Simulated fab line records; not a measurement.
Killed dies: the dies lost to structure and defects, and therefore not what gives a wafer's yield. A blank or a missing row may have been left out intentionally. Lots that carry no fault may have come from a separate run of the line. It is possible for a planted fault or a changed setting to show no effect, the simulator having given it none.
fab line records    flow n5-finfet
[record] lots = 6  wafers = 16  last-day = 16
route steps=1938 shown BEOL_M15@1784
lots that met no fault: from a run of the same line without faults
start-h: start of the lot's first displayed wafer, in hours after the record's first day    wait-h: how many hours have passed since the lot's step before this one    " the same as in the row above    L1.1+2: one row covering several wafers at once    - no value, or no start given    * or withheld: withheld    < > ~ a bound
route shown NAME@n: a module of which the file shows steps, and the number in the route of the first    usual: mean and standard deviation over wafers with no fault    same: alike in all rows    chamber/n: place in a boat    sites: readings site by site    _std_site: the standard deviation of these    _edge_site: outer sites' mean less inner sites'    radius-mm: for every site, how far away it sits from the centre of the wafer    mask NAME#n: copy n    behind: tool/chamber where the wafer was last shaped    hold: the reason the lot was held/the length of the hold in hours/how it ended    device: the transistor (n, p or np) that didn't switch    end of line: tests run on the same wafers once the route is complete    a step without rows: its recipe alone    killed: dies lost to structure and defects at the first sort, not the wafer's yield    map: per-die view of a wafer (x killed, . not killed, _ where there is no die)
set.NAME: setting as actually run; set.NAME@STEP: the setting as run at that earlier step    model.NAME: the simulator's own value behind a step, which no gauge read
lots at some steps of the route; a table a step, a row a wafer
services: a tool's chamber out of use, with start hour (start-h, from the record's first day; less than 0 if before it), hours out, and reason
[[steps]]
[step N5_BEOL_M15_OVL_MEAS_11]
[recipe] points-per-wafer = 44
[usual] V14_OVL = 1/4.8
lot.wafer  tool        chamber  start-h  wait-h  V14_OVL[nm]
L398.3     overlay-02  0        279.29   0.0     8
L398.4     "           0        "        "       -2
L398.5     "           0        "        "       3
L399.1     overlay-01  0        291.17   0.0     3
L399.6     "           0        "        "       3
L402.3     overlay-02  0        321.92   0.0     -3
L402.4     "           0        "        "       -8
L402.6     "           0        "        "       -4
L404.1     overlay-02  0        324.81   0.0     11
L404.3     "           0        "        "       5
L404.5     "           0        "        "       -1
L407.1     overlay-02  0        358.05   0.0     5
L407.2     "           0        "        "       3
L407.6     "           0        "        "       0
L410.2     overlay-02  0        370.48   0.0     -1
L410.6     "           0        "        "       7
[step N5_BEOL_M15_INSPECT_12]
[recipe] mode = adi  inspect-instrument = macro
[usual] raw-defect-count = 2.0/1.4
lot.wafer  tool               chamber  start-h  wait-h  raw-defect-count
L398.3     defect-inspect-02  -        279.31   0.0     2
L398.4     "                  -        "        "       0
L398.5     "                  -        "        "       2
L399.1     defect-inspect-01  -        291.20   0.0     2
L399.6     "                  -        "        "       1
L402.3     defect-inspect-01  -        321.95   0.0     2
L402.4     "                  -        "        "       1
L402.6     "                  -        "        "       6
L404.1     defect-inspect-02  -        324.83   0.0     4
L404.3     "                  -        "        "       1
L404.5     "                  -        "        "       4
L407.1     defect-inspect-01  -        358.07   0.0     1
L407.2     "                  -        "        "       3
L407.6     "                  -        "        "       2
L410.2     defect-inspect-02  -        370.51   0.0     0
L410.6     "                  -        "        "       2
[step N5_BEOL_M15_DESCUM_15]
[recipe] chemistry = O2  time-s = 7.9  source-power-w = 50  bias-power-w = 20  pressure-mtorr = 20  rf-frequency-hz = 2.712e+07  temp-c = 40  o2-flow-sccm = 225
[usual] chamber-pressure-mTorr = 20.000/0.018  drypump-motor-current-A = 5.8/0.51  oes-product-au = 0.79/0.071  rf-vpp-V = 243.3/1.2  showerhead-plenum-p-Torr = 2.09/0.067  throttle-valve-pct = 20.45/0.29
lot.wafer  tool         chamber  start-h  wait-h  chamber-pressure-mTorr  drypump-motor-current-A  oes-product-au  rf-hours-counter-h  rf-vpp-V  showerhead-plenum-p-Torr  throttle-valve-pct
L398.3     rie-diel-01  1        280.18   0.9     19.987                  5.5                      0.83            99                  243.6     2.12                      20.07
L398.4     "            0        "        "       19.999                  6.7                      0.82            84                  246.0     2.21                      20.41
L398.5     "            2        "        "       20.012                  5.4                      0.87            -                   243.3     2.04                      20.44
L399.1     rie-diel-05  1        291.23   0.0     19.964                  5.8                      0.72            185                 241.9     1.99                      20.76
L399.6     "            3        "        "       19.999                  6.3                      0.78            -                   242.1     2.09                      20.83
L402.3     rie-diel-04  2        322.08   0.1     19.985                  6.4                      0.71            184                 241.0     1.98                      20.76
L402.4     "            1        "        "       20.009                  5.6                      0.74            161                 243.9     2.10                      20.55
L402.6     "            3        "        "       20.004                  5.4                      0.91            -                   242.9     2.12                      19.87
L404.1     rie-diel-05  2        325.25   0.4     19.994                  5.2                      0.72            213                 243.1     2.07                      20.30
L404.3     "            1        "        "       19.965                  5.8                      0.70            196                 240.3     1.99                      20.79
L404.5     "            0        "        "       19.991                  5.7                      0.75            -                   244.8     2.18                      20.22
L407.1     rie-diel-05  3        358.11   0.0     20.023                  6.3                      0.76            153                 242.9     2.09                      20.87
L407.2     "            2        "        "       19.976                  5.2                      0.71            223                 243.2     2.06                      20.30
L407.6     "            1        "        "       20.010                  5.8                      0.70            -                   241.7     1.99                      20.79
L410.2     rie-diel-01  3        370.54   0.0     19.983                  5.2                      0.78            105                 243.3     2.12                      20.71
L410.6     "            0        "        "       19.994                  6.8                      0.79            -                   245.0     2.20                      20.48
[step N5_BEOL_M15_ETCH_59]
[recipe] chemistry = N2/H2  target = BARC  target-depth-a = 890  overetch-a = 267  time-s = 67.9  ion-energy-ev = 200  pressure-mtorr = 30  source-w = 840  bias-w = 150  n2-flow-sccm = 200  h2-flow-sccm = 200
[usual] chamber-pressure-mTorr = 29.998/0.028  drypump-motor-current-A = 5.8/0.51  oes-product-au = 0.67/0.056  rf-vpp-V = 523.9/2.3  showerhead-plenum-p-Torr = 2.55/0.083  throttle-valve-pct = 17.94/0.27
lot.wafer  tool         chamber  start-h  wait-h  chamber-pressure-mTorr  drypump-motor-current-A  oes-product-au  rf-hours-counter-h  rf-vpp-V  showerhead-plenum-p-Torr  throttle-valve-pct
L398.3     rie-diel-01  1        280.21   0.0     30.030                  5.5                      0.70            99                  524.4     2.57                      17.54
L398.4     "            0        "        "       30.005                  6.7                      0.70            84                  527.4     2.70                      17.90
L398.5     "            2        "        "       30.025                  5.4                      0.75            -                   523.1     2.47                      17.79
L399.1     rie-diel-05  1        291.27   0.0     29.973                  5.8                      0.62            185                 521.3     2.42                      18.22
L399.6     "            3        "        "       30.017                  6.3                      0.67            -                   523.6     2.53                      18.26
L402.3     rie-diel-04  2        322.12   0.0     30.048                  6.5                      0.61            184                 520.9     2.43                      18.28
L402.4     "            1        "        "       29.990                  5.6                      0.63            161                 523.2     2.55                      18.16
L402.6     "            3        "        "       30.010                  5.4                      0.76            -                   525.9     2.59                      17.46
L404.1     rie-diel-05  2        325.28   0.0     30.036                  5.2                      0.60            213                 524.6     2.52                      17.88
L404.3     "            1        "        "       29.952                  5.8                      0.61            196                 521.2     2.42                      18.23
L404.5     "            0        "        "       29.950                  5.7                      0.65            -                   526.6     2.66                      17.69
L407.1     rie-diel-05  3        358.14   0.0     29.987                  6.3                      0.65            153                 523.9     2.53                      18.29
L407.2     "            2        "        "       29.980                  5.2                      0.60            223                 523.6     2.52                      17.91
L407.6     "            1        "        "       30.015                  5.8                      0.60            -                   520.7     2.41                      18.26
L410.2     rie-diel-01  3        370.57   0.0     29.962                  5.2                      0.66            105                 523.8     2.55                      18.09
L410.6     "            0        "        "       30.007                  6.8                      0.68            -                   528.0     2.69                      17.95
[step N5_BEOL_M15_VIA_ETCH_16]
[recipe] chemistry = C4F8/O2/Ar  target = SiO2  he-inner-torr = 15  he-outer-torr = 30  target-depth-a = 17922  time-s = withheld  ion-energy-ev = 800  pressure-mtorr = 20  source-w = 1905  bias-w = 2040  Ar_flow_sccm = 400  C4F8_flow_sccm = 16  O2_flow_sccm = 12  ends = cleared
[step N5_BEOL_M15_STRIP_63]
[recipe] chemistry = O2  power-w = 600  temp-c = 60  pressure-mtorr = 30  rf-frequency-hz = 6e+07  bias-power-w = 0  overash-fraction = 0.3  o2-flow-sccm = 225
[usual] chamber-pressure-mTorr = 30.00/0.044  drypump-motor-current-A = 5.8/0.51  oes-product-au = 0.79/0.07  rf-vpp-V = 3.7/0.72  showerhead-plenum-p-Torr = 2.10/0.067  throttle-valve-pct = 16.68/0.28
lot.wafer  tool         chamber  start-h  wait-h  chamber-pressure-mTorr  drypump-motor-current-A  oes-product-au  rf-hours-counter-h  rf-vpp-V  showerhead-plenum-p-Torr  throttle-valve-pct
L398.3     rie-diel-01  1        -        -       30.06                   5.5                      0.84            99                  3.3       2.13                      16.32
L398.4     "            0        "        "       29.99                   6.7                      0.83            84                  4.4       2.21                      16.64
L398.5     "            2        "        "       29.94                   5.3                      0.87            -                   3.5       2.04                      16.61
L399.1     rie-diel-05  1        -        -       29.96                   5.8                      0.73            185                 3.2       2.00                      16.95
L399.6     "            3        "        "       30.01                   6.3                      0.77            -                   3.1       2.10                      17.04
L402.3     rie-diel-04  2        -        -       30.09                   6.5                      0.70            184                 4.1       1.98                      17.01
L402.4     "            1        "        "       29.95                   5.6                      0.74            161                 3.9       2.11                      16.77
L402.6     "            3        "        "       30.04                   5.4                      0.88            -                   3.6       2.12                      16.14
L404.1     rie-diel-05  2        -        -       29.96                   5.2                      0.72            213                 4.0       2.07                      16.56
L404.3     "            1        "        "       30.07                   5.8                      0.70            197                 2.2       1.99                      16.98
L404.5     "            0        "        "       29.97                   5.7                      0.76            -                   4.3       2.19                      16.44
L407.1     rie-diel-05  3        -        -       29.94                   6.3                      0.75            153                 3.5       2.09                      17.09
L407.2     "            2        "        "       30.02                   5.2                      0.70            224                 4.1       2.07                      16.59
L407.6     "            1        "        "       30.02                   5.8                      0.70            -                   3.3       1.99                      17.01
L410.2     rie-diel-01  3        -        -       29.96                   5.2                      0.79            105                 4.0       2.12                      16.93
L410.6     "            0        "        "       30.05                   6.7                      0.80            -                   4.7       2.20                      16.70
[step N5_BEOL_M15_STRIP_64]
[recipe] chemistry = O2  power-w = 600  temp-c = 60  pressure-mtorr = 30  rf-frequency-hz = 6e+07  bias-power-w = 0  overash-fraction = 0.3  o2-flow-sccm = 225
[usual] chamber-pressure-mTorr = 30.001/0.028  drypump-motor-current-A = 5.8/0.52  oes-product-au = 0.79/0.07  rf-vpp-V = 3.8/0.45  showerhead-plenum-p-Torr = 2.10/0.067  throttle-valve-pct = 16.68/0.28
lot.wafer  tool         chamber  start-h  wait-h  chamber-pressure-mTorr  drypump-motor-current-A  oes-product-au  rf-hours-counter-h  rf-vpp-V  showerhead-plenum-p-Torr  throttle-valve-pct
L398.3     rie-diel-01  1        -        -       29.971                  5.5                      0.83            99                  3.8       2.13                      16.33
L398.4     "            0        "        "       29.987                  6.8                      0.83            84                  4.1       2.21                      16.64
L398.5     "            2        "        "       30.011                  5.3                      0.87            -                   3.8       2.04                      16.61
L399.1     rie-diel-05  1        -        -       30.029                  5.8                      0.72            185                 4.2       2.00                      16.97
L399.6     "            3        "        "       30.036                  6.3                      0.77            -                   3.8       2.10                      17.04
L402.3     rie-diel-04  2        -        -       30.033                  6.5                      0.71            184                 4.2       1.98                      17.00
L402.4     "            1        "        "       29.966                  5.6                      0.74            162                 3.6       2.11                      16.79
L402.6     "            3        "        "       30.018                  5.4                      0.89            -                   3.5       2.12                      16.13
L404.1     rie-diel-05  2        -        -       30.004                  5.2                      0.73            213                 3.2       2.07                      16.56
L404.3     "            1        "        "       30.019                  5.7                      0.71            197                 3.9       1.99                      17.01
L404.5     "            0        "        "       30.033                  5.7                      0.75            -                   3.3       2.19                      16.47
L407.1     rie-diel-05  3        -        -       30.013                  6.3                      0.75            153                 3.7       2.09                      17.08
L407.2     "            2        "        "       29.972                  5.2                      0.71            224                 3.7       2.07                      16.59
L407.6     "            1        "        "       30.037                  5.8                      0.69            -                   4.1       1.99                      17.01
L410.2     rie-diel-01  3        -        -       30.023                  5.2                      0.79            105                 4.0       2.12                      16.93
L410.6     "            0        "        "       29.985                  6.7                      0.81            -                   2.9       2.20                      16.69
[step N5_BEOL_M15_STRIP_65]
[recipe] chemistry = post-etch-residue-remover  time-s = 60  temp-c = 25  remover-ph = withheld  remover-water-wt-pct = withheld  remover-fluoride-wt-pct = withheld
[step N5_BEOL_M15_SRD_66]
[recipe] time-s = 30  temp-c = 23  rinse-liquid = diw  dry = n2-spin  spin-rpm = 1500  dry-time-s = 30
[step N5_BEOL_M15_CD_MEAS_17]
[recipe] target-cd-nm = 360  polarity = opening
[usual] cd-nm = 361.2/2.2
lot.wafer  tool       chamber  start-h  wait-h  cd-nm
L398.3     cd-sem-03  -        280.68   0.0     363.8
L398.4     "          -        "        "       361.2
L398.5     "          -        "        "       362.6
L399.1     cd-sem-03  -        291.73   0.0     363.1
L399.6     "          -        "        "       365.1
L402.3     cd-sem-02  -        322.58   0.0     361.7
L402.4     "          -        "        "       363.2
L402.6     "          -        "        "       364.2
L404.1     cd-sem-01  -        325.74   0.0     361.1
L404.3     "          -        "        "       360.7
L404.5     "          -        "        "       359.3
L407.1     cd-sem-02  -        358.60   0.0     357.7
L407.2     "          -        "        "       360.5
L407.6     "          -        "        "       361.3
L410.2     cd-sem-01  -        371.04   0.0     362.1
L410.6     "          -        "        "       361.8
[step N5_BEOL_M15_COAT_56]
[recipe] resist = SOC  temp-c = 250  time-s = 60  spin-rpm = 1500  resist-thk-nm = 550
[step N5_BEOL_M15_ETCH_57]
[recipe] chemistry = N2/H2  target = SOC  source-w = 3000  bias-w = 350  time-s = 750  ion-energy-ev = 200  pressure-mtorr = 30  n2-flow-sccm = 200  h2-flow-sccm = 200
[usual] chamber-pressure-mTorr = 30.004/0.025  drypump-motor-current-A = 5.8/0.53  oes-product-au = 0.79/0.072  rf-vpp-V = 523.9/2.3  showerhead-plenum-p-Torr = 2.54/0.08  throttle-valve-pct = 17.82/0.27
lot.wafer  tool         chamber  start-h  wait-h  chamber-pressure-mTorr  drypump-motor-current-A  oes-product-au  rf-hours-counter-h  rf-vpp-V  showerhead-plenum-p-Torr  throttle-valve-pct
L398.3     rie-diel-01  2        280.84   -       29.977                  5.3                      0.88            44                  523.4     2.47                      17.69
L398.4     "            3        "        "       30.007                  5.2                      0.82            78                  524.1     2.56                      17.93
L398.5     "            2        "        "       29.999                  5.3                      0.88            -                   523.2     2.47                      17.68
L399.1     rie-diel-04  2        291.86   -       29.980                  6.5                      0.71            174                 522.0     2.43                      18.16
L399.6     "            1        "        "       30.004                  5.6                      0.74            -                   524.2     2.56                      18.00
L402.3     rie-diel-05  0        322.86   -       29.997                  5.7                      0.76            140                 527.4     2.66                      17.58
L402.4     "            2        "        "       30.029                  5.2                      0.71            212                 523.0     2.52                      17.79
L402.6     "            0        "        "       29.982                  5.7                      0.75            -                   527.2     2.66                      17.58
L404.1     rie-diel-05  0        325.84   -       29.985                  5.7                      0.75            141                 527.3     2.66                      17.57
L404.3     "            1        "        "       30.022                  5.8                      0.71            197                 518.8     2.42                      18.13
L404.5     "            1        "        "       29.994                  5.8                      0.71            -                   520.6     2.42                      18.13
L407.1     rie-diel-04  1        358.70   -       30.018                  5.6                      0.72            174                 524.0     2.55                      18.03
L407.2     "            0        "        "       29.994                  6.5                      0.90            29                  526.0     2.61                      17.72
L407.6     "            2        "        "       29.999                  6.5                      0.70            -                   521.4     2.42                      18.18
L410.2     rie-diel-01  0        371.14   -       30.010                  6.7                      0.80            110                 528.2     2.69                      17.82
L410.6     "            1        "        "       30.016                  5.5                      0.81            -                   524.4     2.57                      17.48
[step N5_BEOL_M15_COAT_60]
[recipe] resist = BARC  temp-c = 205  time-s = 60  spin-rpm = 1500  resist-thk-nm = 89
[usual] heater-power-total-W = 391.9/1.4  run-length-s = 66.15/0.18
lot.wafer  tool            chamber  start-h  wait-h  heater-power-total-W  run-length-s
L398.3     litho-track-03  0        281.35   0.3     393.2                 66.26
L398.4     "               0        "        "       389.6                 66.18
L398.5     "               0        "        "       392.0                 66.15
L399.1     litho-track-04  0        292.36   0.3     393.5                 66.02
L399.6     "               0        "        "       392.4                 65.94
L402.3     litho-track-04  0        323.36   0.3     390.2                 65.85
L402.4     "               0        "        "       390.6                 65.85
L402.6     "               0        "        "       432.9                 57.13
L404.1     litho-track-04  0        326.35   0.3     431.2                 57.42
L404.3     "               0        "        "       390.6                 66.02
L404.5     "               0        "        "       391.6                 65.94
L407.1     litho-track-01  0        359.21   0.3     390.4                 66.15
L407.2     "               0        "        "       393.5                 66.37
L407.6     "               0        "        "       390.8                 66.28
L410.2     litho-track-01  0        371.64   0.3     393.6                 66.41
L410.6     "               0        "        "       392.4                 66.60
[step N5_BEOL_M15_COAT_22]
[recipe] spin-rpm = 1704  resist-thk-nm = 800
[[services]]
tool            chamber  start-h  hours  kind
litho-track-01  -        285.79   -      consumable-replace:filter
rie-diel-01     1        286.80   6.7    repair
rie-diel-05     0        300.39   21.1   repair
rie-diel-05     2        303.66   4.9    repair
rie-diel-05     0        334.70   17.2   repair
litho-track-03  -        345.39   -      consumable-replace:filter
[[key]]
[first-sign] step = N5_BEOL_M15_COAT_60  reading = run-length-s  direction = down  sigmas = 49  usual = *  struck = *
[effect] step = N5_BEOL_M15_COAT_60  reading = heater-power-total-W  direction = up  sigmas = 30  usual = *  struck = *
met-at N5_BEOL_M15_COAT_60
struck-wafers L402.6,L404.1
onset-between 292.36 323.36
[fault] kind = process-parameter-drift  tool = litho-track-04  chamber = -  onset-h = 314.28  steps = N5_BEOL_M15_COAT_60  channel = time-s  offset = *  shape = step  end-h = 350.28  scope = struck-wafers-only  acts-in = *  stated = *
